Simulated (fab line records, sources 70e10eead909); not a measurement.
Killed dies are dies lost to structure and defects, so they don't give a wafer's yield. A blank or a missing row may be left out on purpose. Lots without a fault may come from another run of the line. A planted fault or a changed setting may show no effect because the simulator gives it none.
Which tool did it? | flow nand_harc | 21 lots, 63 wafers sampled, at 6 steps of a route of 1159

WHAT THE GAUGES READ, wafer by wafer
The record holds no reading of a measuring or inspecting step that can be judged against a usual standard deviation.

WHICH TOOL RAN EACH LOT (tool, then ch and the chambers of the sampled wafers, then the start)
lot  | NHARC_A_STAIRCASE_TRIM_12          | NHARC_A_STAIRCASE_ETCH_19                     | NHARC_A_STAIRCASE_TRIM_20          | NHARC_A_STAIRCASE_TRIM_22                     | NHARC_A_STAIRCASE_TRIM_229         | NHARC_A_STAIRCASE_STRIP_295
L075 | rie_diel-01 ch 0,2, day 10 16:06   | rie_diel-01 ch 2,3, day 10 17:07 or earlier   | rie_diel-01 ch 0,2, day 10 17:07   | rie_diel-01 ch 0,2,3, day 11 04:11 or earlier | rie_diel-08 ch 0,1,3, day 11 04:11 | rie_diel-01 ch 0,2,3, no start
L074 | rie_diel-09 ch 1,2, day 10 19:31   | rie_diel-09 ch 2,3, day 10 20:57 or earlier   | rie_diel-01 ch 1,2,3, day 10 20:57 | rie_diel-01 ch 2,3, day 11 06:04 or earlier   | rie_diel-01 ch 0,2,3, day 11 06:04 | rie_diel-08 ch 0,1,3, no start
L077 | rie_diel-09 ch 1,2,3, day 11 09:27 | rie_diel-09 ch 0,1,3, day 11 10:35 or earlier | rie_diel-09 ch 1,3, day 11 10:35   | rie_diel-09 ch 0,3, day 11 18:52 or earlier   | rie_diel-01 ch 0,1,3, day 11 18:52 | rie_diel-01 ch 0,1,3, no start
L076 | rie_diel-08 ch 2,3, day 11 09:44   | rie_diel-08 ch 1,2, day 11 10:46 or earlier   | rie_diel-08 ch 0,1, day 11 10:46   | rie_diel-08 ch 1,2,3, day 11 19:16 or earlier | rie_diel-08 ch 1,2,3, day 11 19:16 | rie_diel-08 ch 2,3, no start
L078 | rie_diel-08 ch 1,2, day 12 02:38   | rie_diel-08 ch 0,1,2, day 12 03:43 or earlier | rie_diel-08 ch 0,1,2, day 12 03:43 | rie_diel-08 ch 0,1,2, day 12 12:08 or earlier | rie_diel-09 ch 2,3, day 12 12:08   | rie_diel-09 ch 0,1,3, no start
L079 | rie_diel-09 ch 0,1, day 12 02:53   | rie_diel-09 ch 0,1,2, day 12 03:56 or earlier | rie_diel-09 ch 1,2,3, day 12 03:56 | rie_diel-09 ch 2,3, day 12 13:07 or earlier   | rie_diel-01 ch 1,2, day 12 13:07   | rie_diel-01 ch 0,1, no start
L080 | rie_diel-09 ch 0,2,3, day 12 07:42 | rie_diel-09 ch 0,2,3, day 12 10:24 or earlier | rie_diel-08 ch 0,2,3, day 12 10:24 | rie_diel-08 ch 0,1,3, day 12 18:42 or earlier | rie_diel-01 ch 0,1,3, day 12 18:42 | rie_diel-01 ch 0,1,2, no start
L081 | rie_diel-08 ch 0,1,3, day 12 18:31 | rie_diel-08 ch 0,1, day 12 19:40 or earlier   | rie_diel-08 ch 0,1,3, day 12 19:40 | rie_diel-08 ch 0,1,3, day 13 06:18 or earlier | rie_diel-01 ch 0,1,2, day 13 06:18 | rie_diel-09 ch 1,2,3, no start
L082 | rie_diel-09 ch 1,3, day 12 18:58   | rie_diel-09 ch 1,3, day 12 21:04 or earlier   | rie_diel-08 ch 0,1,3, day 12 21:04 | rie_diel-08 ch 1,3, day 13 08:59 or earlier   | rie_diel-01 ch 1,2, day 13 08:59   | rie_diel-01 ch 0,1,3, no start
L084 | rie_diel-09 ch 1,2,3, day 13 04:20 | rie_diel-09 ch 0,1,3, day 13 05:38 or earlier | rie_diel-08 ch 0,1,3, day 13 05:38 | rie_diel-08 ch 0,1,3, day 13 14:36 or earlier | rie_diel-09 ch 0,1, day 13 14:36   | rie_diel-08 ch 0,1,2, no start
L083 | rie_diel-01 ch 1,3, day 13 04:44   | rie_diel-01 ch 1,2,3, day 13 06:20 or earlier | rie_diel-09 ch 0,1,2, day 13 06:20 | rie_diel-09 ch 0,2,3, day 13 16:07 or earlier | rie_diel-09 ch 2,3, day 13 16:07   | rie_diel-08 ch 0,1,2, no start
L087 | rie_diel-08 ch 0,2,3, day 14 04:50 | rie_diel-08 ch 0,1,3, day 14 05:59 or earlier | rie_diel-08 ch 0,2,3, day 14 05:59 | rie_diel-08 ch 0,1,2, day 14 14:52 or earlier | rie_diel-09 ch 0,1,2, day 14 14:52 | rie_diel-09 ch 0,1,2, no start
L086 | rie_diel-09 ch 0,1,3, day 14 05:16 | rie_diel-09 ch 0,1,3, day 14 06:32 or earlier | rie_diel-08 ch 0,2,3, day 14 06:32 | rie_diel-08 ch 1,2,3, day 14 15:41 or earlier | rie_diel-08 ch 0,1, day 14 15:41   | rie_diel-08 ch 0,1,3, no start
L085 | rie_diel-08 ch 1,2,3, day 14 05:17 | rie_diel-08 ch 2,3, day 14 06:54 or earlier   | rie_diel-09 ch 1,3, day 14 06:54   | rie_diel-09 ch 2,3, day 14 15:02 or earlier   | rie_diel-08 ch 2,3, day 14 15:02   | rie_diel-01 ch 0,1,2, no start
L089 | rie_diel-09 ch 0,3, day 14 11:41   | rie_diel-09 ch 2,3, day 14 13:16 or earlier   | rie_diel-08 ch 1,3, day 14 13:16   | rie_diel-08 ch 0,3, day 14 21:31 or earlier   | rie_diel-08 ch 1,2,3, day 14 21:31 | rie_diel-01 ch 1,2, no start
L090 | rie_diel-08 ch 1,2,3, day 14 21:41 | rie_diel-08 ch 0,2,3, day 15 00:01 or earlier | rie_diel-09 ch 0,2, day 15 00:01   | rie_diel-09 ch 0,1,2, day 15 08:53 or earlier | rie_diel-01 ch 0,1,2, day 15 08:53 | rie_diel-09 ch 0,1,3, no start
L091 | rie_diel-09 ch 2,3, day 14 21:42   | rie_diel-09 ch 1,2, day 14 23:29 or earlier   | rie_diel-09 ch 0,1,3, day 14 23:29 | rie_diel-09 ch 2,3, day 15 08:07 or earlier   | rie_diel-09 ch 1,2, day 15 08:07   | rie_diel-08 ch 2,3, no start
L093 | rie_diel-08 ch 1,2,3, day 15 15:22 | rie_diel-08 ch 0,1,3, day 15 17:22 or earlier | rie_diel-01 ch 0,1,2, day 15 17:22 | rie_diel-01 ch 0,1,3, day 16 01:02 or earlier | rie_diel-01 ch 1,2,3, day 16 01:02 | rie_diel-09 ch 0,3, no start
L096 | rie_diel-01 ch 2,3, day 16 00:04   | rie_diel-01 ch 0,2,3, day 16 01:08 or earlier | rie_diel-08 ch 0,1,3, day 16 01:08 | rie_diel-08 ch 0,1,3, day 16 10:37 or earlier | rie_diel-01 ch 0,1,2, day 16 10:37 | rie_diel-08 ch 0,1, no start
L095 | rie_diel-08 ch 0,1,3, day 16 04:07 | rie_diel-08 ch 0,3, day 16 05:16 or earlier   | rie_diel-08 ch 0,1,3, day 16 05:16 | rie_diel-08 ch 0,1,3, day 16 14:13 or earlier | rie_diel-08 ch 1,3, day 16 14:13   | rie_diel-08 ch 2,3, no start
L097 | rie_diel-08 ch 0,1,2, day 16 23:43 | rie_diel-08 ch 0,3, day 17 01:31 or earlier   | rie_diel-08 ch 2,3, day 17 01:31   | rie_diel-08 ch 1,2,3, day 17 10:37 or earlier | rie_diel-09 ch 1,2,3, day 17 10:37 | rie_diel-09 ch 0,1,3, no start
- NHARC_A_STAIRCASE_TRIM_12: chemistry O2, time 211.2 s.
- NHARC_A_STAIRCASE_ETCH_19: etches the open film in C4F8/O2, target depth 100 nm, time 40.5 s.
- NHARC_A_STAIRCASE_TRIM_20: chemistry O2, time 211.2 s.
- NHARC_A_STAIRCASE_TRIM_22: chemistry O2, time 211.2 s.
- NHARC_A_STAIRCASE_TRIM_229: chemistry O2, time 211.2 s.
- NHARC_A_STAIRCASE_STRIP_295: strips in O2.

WHAT THE TOOLS THEMSELVES READ (means of the sampled wafers that have a number; where no wafer has one, the mark that the record gives instead)
NHARC_A_STAIRCASE_TRIM_12.
lot  | tool        | drypump_motor_current_A (A) | oes_product_au (a.u.) | rf_vpp_V (V) | showerhead_plenum_p_Torr (Torr) | throttle_valve_pct (%)
L075 | rie_diel-01 | 5.64                        | 1.002                 | 58.2         | 3.59                            | 17.034
L074 | rie_diel-09 | 5.61                        | 1.005                 | 57.6         | 3.44                            | 17.028
L077 | rie_diel-09 | 5.74                        | 1.005                 | 58.4         | 3.52                            | 17.035
L076 | rie_diel-08 | 5.64                        | 1.002                 | 58.6         | 3.54                            | 17.035
L078 | rie_diel-08 | 5.53                        | 1.009                 | 57.5         | 3.59                            | 17.034
L079 | rie_diel-09 | 5.37                        | 0.988                 | 57.6         | 3.51                            | 17.031
L080 | rie_diel-09 | 5.54                        | 0.996                 | 57.6         | 3.49                            | 17.035
L081 | rie_diel-08 | 5.67                        | 0.987                 | 57.4         | 3.39                            | 17.029
L082 | rie_diel-09 | 5.87                        | 0.987                 | 57.9         | 3.60                            | 17.034
L084 | rie_diel-09 | 5.75                        | 0.979                 | 57.3         | 3.51                            | 17.028
L083 | rie_diel-01 | 5.26                        | 1.005                 | 58.2         | 3.69                            | 17.038
L087 | rie_diel-08 | 5.70                        | 0.996                 | 58.1         | 3.43                            | 17.036
L086 | rie_diel-09 | 5.52                        | 0.994                 | 58.2         | 3.53                            | 17.041
L085 | rie_diel-08 | 5.59                        | 0.996                 | 58.1         | 3.47                            | 17.045
L089 | rie_diel-09 | 5.67                        | 0.990                 | 58.2         | 3.56                            | 17.032
L090 | rie_diel-08 | 5.61                        | 0.992                 | 57.2         | 3.47                            | 17.050
L091 | rie_diel-09 | 5.76                        | 0.992                 | 57.2         | 3.45                            | 17.044
L093 | rie_diel-08 | 5.59                        | 1.003                 | 57.3         | 3.47                            | 17.026
L096 | rie_diel-01 | 5.48                        | 0.993                 | 57.4         | 3.61                            | 17.035
L095 | rie_diel-08 | 5.69                        | 0.995                 | 57.8         | 3.37                            | 17.045
L097 | rie_diel-08 | 5.61                        | 0.993                 | 58.2         | 3.47                            | 17.038

NHARC_A_STAIRCASE_ETCH_19.
lot  | tool        | oes_product_au (a.u.) | rf_vpp_V (V)
L075 | rie_diel-01 | 0.933                 | 900
L074 | rie_diel-09 | 0.949                 | 897
L077 | rie_diel-09 | 0.941                 | 896
L076 | rie_diel-08 | 0.960                 | 897
L078 | rie_diel-08 | 0.949                 | 895
L079 | rie_diel-09 | 0.944                 | 894
L080 | rie_diel-09 | 0.934                 | 894
L081 | rie_diel-08 | 0.938                 | 893
L082 | rie_diel-09 | 0.933                 | 897
L084 | rie_diel-09 | 0.931                 | 896
L083 | rie_diel-01 | 0.928                 | 901
L087 | rie_diel-08 | 0.938                 | 891
L086 | rie_diel-09 | 0.933                 | 897
L085 | rie_diel-08 | 0.930                 | 897
L089 | rie_diel-09 | 0.960                 | 894
L090 | rie_diel-08 | 0.920                 | 892
L091 | rie_diel-09 | 0.942                 | 894
L093 | rie_diel-08 | 0.928                 | 890
L096 | rie_diel-01 | 0.946                 | 897
L095 | rie_diel-08 | 0.941                 | 889
L097 | rie_diel-08 | 0.921                 | 887

NHARC_A_STAIRCASE_TRIM_20.
lot  | tool        | drypump_motor_current_A (A) | oes_product_au (a.u.) | rf_vpp_V (V) | showerhead_plenum_p_Torr (Torr) | throttle_valve_pct (%)
L075 | rie_diel-01 | 5.63                        | 1.011                 | 58.0         | 3.59                            | 17.030
L074 | rie_diel-01 | 5.43                        | 0.999                 | 57.9         | 3.69                            | 17.027
L077 | rie_diel-09 | 5.74                        | 0.992                 | 59.0         | 3.57                            | 17.034
L076 | rie_diel-08 | 5.68                        | 0.988                 | 57.7         | 3.40                            | 17.039
L078 | rie_diel-08 | 5.61                        | 1.007                 | 57.7         | 3.49                            | 17.035
L079 | rie_diel-09 | 5.75                        | 0.985                 | 56.6         | 3.52                            | 17.032
L080 | rie_diel-08 | 5.71                        | 1.000                 | 57.7         | 3.44                            | 17.036
L081 | rie_diel-08 | 5.67                        | 0.981                 | 57.3         | 3.39                            | 17.040
L082 | rie_diel-08 | 5.68                        | 0.983                 | 57.0         | 3.39                            | 17.043
L084 | rie_diel-08 | 5.68                        | 0.983                 | 56.9         | 3.39                            | 17.038
L083 | rie_diel-09 | 5.36                        | 0.996                 | 58.1         | 3.45                            | 17.042
L087 | rie_diel-08 | 5.73                        | 0.991                 | 57.8         | 3.43                            | 17.036
L086 | rie_diel-08 | 5.72                        | 1.001                 | 57.3         | 3.43                            | 17.042
L085 | rie_diel-09 | 5.73                        | 0.987                 | 57.7         | 3.56                            | 17.039
L089 | rie_diel-08 | 5.65                        | 0.996                 | 57.4         | 3.37                            | 17.044
L090 | rie_diel-09 | 5.15                        | 1.001                 | 57.3         | 3.42                            | 17.039
L091 | rie_diel-09 | 5.50                        | 0.994                 | 58.1         | 3.53                            | 17.032
L093 | rie_diel-01 | 5.60                        | 0.994                 | 58.2         | 3.63                            | 17.038
L096 | rie_diel-08 | 5.66                        | 0.988                 | 57.8         | 3.37                            | 17.034
L095 | rie_diel-08 | 5.67                        | 0.993                 | 56.9         | 3.37                            | 17.037
L097 | rie_diel-08 | 5.71                        | 0.992                 | 57.1         | 3.41                            | 17.035

NHARC_A_STAIRCASE_TRIM_22.
lot  | tool        | drypump_motor_current_A (A) | oes_product_au (a.u.) | rf_vpp_V (V) | showerhead_plenum_p_Torr (Torr) | throttle_valve_pct (%)
L075 | rie_diel-01 | 5.42                        | 1.000                 | 57.8         | 3.61                            | 17.040
L074 | rie_diel-01 | 5.47                        | 1.004                 | 58.7         | 3.63                            | 17.048
L077 | rie_diel-09 | 5.30                        | 1.007                 | 57.7         | 3.52                            | 17.034
L076 | rie_diel-08 | 5.61                        | 1.006                 | 57.2         | 3.49                            | 17.033
L078 | rie_diel-08 | 5.61                        | 1.001                 | 58.4         | 3.49                            | 17.042
L079 | rie_diel-09 | 5.75                        | 0.995                 | 57.2         | 3.46                            | 17.038
L080 | rie_diel-08 | 5.67                        | 0.983                 | 57.6         | 3.39                            | 17.042
L081 | rie_diel-08 | 5.67                        | 0.980                 | 58.1         | 3.39                            | 17.034
L082 | rie_diel-08 | 5.54                        | 0.988                 | 57.5         | 3.43                            | 17.030
L084 | rie_diel-08 | 5.67                        | 0.986                 | 58.0         | 3.39                            | 17.039
L083 | rie_diel-09 | 5.54                        | 0.992                 | 58.3         | 3.48                            | 17.033
L087 | rie_diel-08 | 5.61                        | 0.994                 | 57.6         | 3.48                            | 17.038
L086 | rie_diel-08 | 5.60                        | 0.990                 | 58.2         | 3.47                            | 17.032
L085 | rie_diel-09 | 5.75                        | 1.004                 | 57.3         | 3.46                            | 17.037
L089 | rie_diel-08 | 5.79                        | 0.987                 | 57.1         | 3.32                            | 17.035
L090 | rie_diel-09 | 5.40                        | 1.002                 | 57.5         | 3.44                            | 17.036
L091 | rie_diel-09 | 5.91                        | 0.990                 | 57.3         | 3.53                            | 17.043
L093 | rie_diel-01 | 5.38                        | 1.000                 | 58.5         | 3.64                            | 17.042
L096 | rie_diel-08 | 5.66                        | 0.993                 | 57.4         | 3.37                            | 17.035
L095 | rie_diel-08 | 5.66                        | 0.997                 | 57.6         | 3.37                            | 17.034
L097 | rie_diel-08 | 5.60                        | 0.986                 | 57.4         | 3.46                            | 17.041

NHARC_A_STAIRCASE_TRIM_229.
lot  | tool        | drypump_motor_current_A (A) | oes_product_au (a.u.) | rf_vpp_V (V) | showerhead_plenum_p_Torr (Torr) | throttle_valve_pct (%)
L075 | rie_diel-08 | 5.66                        | 0.986                 | 58.3         | 3.40                            | 17.028
L074 | rie_diel-01 | 5.41                        | 1.003                 | 57.6         | 3.61                            | 17.037
L077 | rie_diel-01 | 5.42                        | 0.996                 | 57.8         | 3.66                            | 17.042
L076 | rie_diel-08 | 5.61                        | 0.993                 | 57.8         | 3.48                            | 17.032
L078 | rie_diel-09 | 5.90                        | 0.988                 | 57.8         | 3.55                            | 17.038
L079 | rie_diel-01 | 5.68                        | 1.015                 | 57.9         | 3.67                            | 17.031
L080 | rie_diel-01 | 5.38                        | 0.990                 | 58.4         | 3.65                            | 17.034
L081 | rie_diel-01 | 5.61                        | 1.002                 | 57.8         | 3.64                            | 17.043
L082 | rie_diel-01 | 5.67                        | 0.999                 | 58.8         | 3.66                            | 17.039
L084 | rie_diel-09 | 5.15                        | 1.000                 | 57.7         | 3.48                            | 17.027
L083 | rie_diel-09 | 5.74                        | 1.004                 | 58.1         | 3.46                            | 17.029
L087 | rie_diel-09 | 5.39                        | 0.996                 | 57.5         | 3.45                            | 17.035
L086 | rie_diel-08 | 5.70                        | 0.997                 | 56.8         | 3.39                            | 17.044
L085 | rie_diel-08 | 5.71                        | 0.996                 | 58.2         | 3.42                            | 17.043
L089 | rie_diel-08 | 5.60                        | 1.001                 | 57.0         | 3.47                            | 17.029
L090 | rie_diel-01 | 5.65                        | 1.001                 | 57.9         | 3.63                            | 17.038
L091 | rie_diel-09 | 5.61                        | 1.000                 | 56.9         | 3.42                            | 17.037
L093 | rie_diel-01 | 5.45                        | 0.997                 | 58.0         | 3.66                            | 17.026
L096 | rie_diel-01 | 5.60                        | 1.000                 | 58.3         | 3.62                            | 17.034
L095 | rie_diel-08 | 5.66                        | 0.995                 | 56.1         | 3.36                            | 17.042
L097 | rie_diel-09 | 5.73                        | 0.985                 | 57.8         | 3.49                            | 17.037

NHARC_A_STAIRCASE_STRIP_295.
lot  | tool        | drypump_motor_current_A (A) | oes_product_au (a.u.) | rf_vpp_V (V) | showerhead_plenum_p_Torr (Torr) | throttle_valve_pct (%)
L075 | rie_diel-01 | 5.41                        | 0.994                 | 58.5         | 3.61                            | 17.037
L074 | rie_diel-08 | 5.67                        | 0.991                 | 57.3         | 3.39                            | 17.035
L077 | rie_diel-01 | 5.38                        | 1.002                 | 58.5         | 3.65                            | 17.040
L076 | rie_diel-08 | 5.65                        | 1.004                 | 57.2         | 3.53                            | 17.030
L078 | rie_diel-09 | 5.51                        | 0.997                 | 57.6         | 3.54                            | 17.030
L079 | rie_diel-01 | 5.61                        | 1.008                 | 58.3         | 3.70                            | 17.043
L080 | rie_diel-01 | 5.62                        | 1.008                 | 58.6         | 3.64                            | 17.034
L081 | rie_diel-09 | 5.74                        | 0.995                 | 56.6         | 3.51                            | 17.038
L082 | rie_diel-01 | 5.39                        | 1.005                 | 58.1         | 3.64                            | 17.045
L084 | rie_diel-08 | 5.60                        | 0.987                 | 58.5         | 3.48                            | 17.033
L083 | rie_diel-08 | 5.58                        | 0.998                 | 58.5         | 3.48                            | 17.042
L087 | rie_diel-09 | 5.37                        | 0.993                 | 57.6         | 3.44                            | 17.032
L086 | rie_diel-08 | 5.67                        | 0.997                 | 57.1         | 3.38                            | 17.033
L085 | rie_diel-01 | 5.62                        | 1.005                 | 57.6         | 3.63                            | 17.034
L089 | rie_diel-01 | 5.66                        | 0.992                 | 59.4         | 3.71                            | 17.037
L090 | rie_diel-09 | 5.54                        | 0.990                 | 58.3         | 3.52                            | 17.035
L091 | rie_diel-08 | 5.71                        | 0.988                 | 57.4         | 3.42                            | 17.036
L093 | rie_diel-09 | 5.66                        | 1.001                 | 58.5         | 3.55                            | 17.046
L096 | rie_diel-08 | 5.56                        | 0.995                 | 57.5         | 3.42                            | 17.036
L095 | rie_diel-08 | 5.72                        | 0.994                 | 57.7         | 3.41                            | 17.037
L097 | rie_diel-09 | 5.52                        | 0.996                 | 59.2         | 3.51                            | 17.031

THE ANSWER, worked out from the rows above alone
Rule: what is usual is taken from the lots themselves. Put in order of their means at a reading, lots are off if they are a third of the lots or fewer, leave a main group of 4 or more, and stand apart from it by a gap of 3 or more times the standard deviation of the main group's means; of several such gaps the widest counts. A main group whose means are all the same, to the digits that the tables above print for the reading, isn't used. A lot without any number at a reading at which 4 lots or more have one is off too. The other lots that the step has rows for count as sound. The gauges are gone through in route order, then the tools' own readings, and for those a lot's mean is taken as printed above. The first step at which some lot is off is used, and at that step the reading that is off furthest; a lot without a number counts as furthest.
No lot is off at any reading shown: from this, nothing can be told.

WHAT THE SIMULATOR HAD PUT IN
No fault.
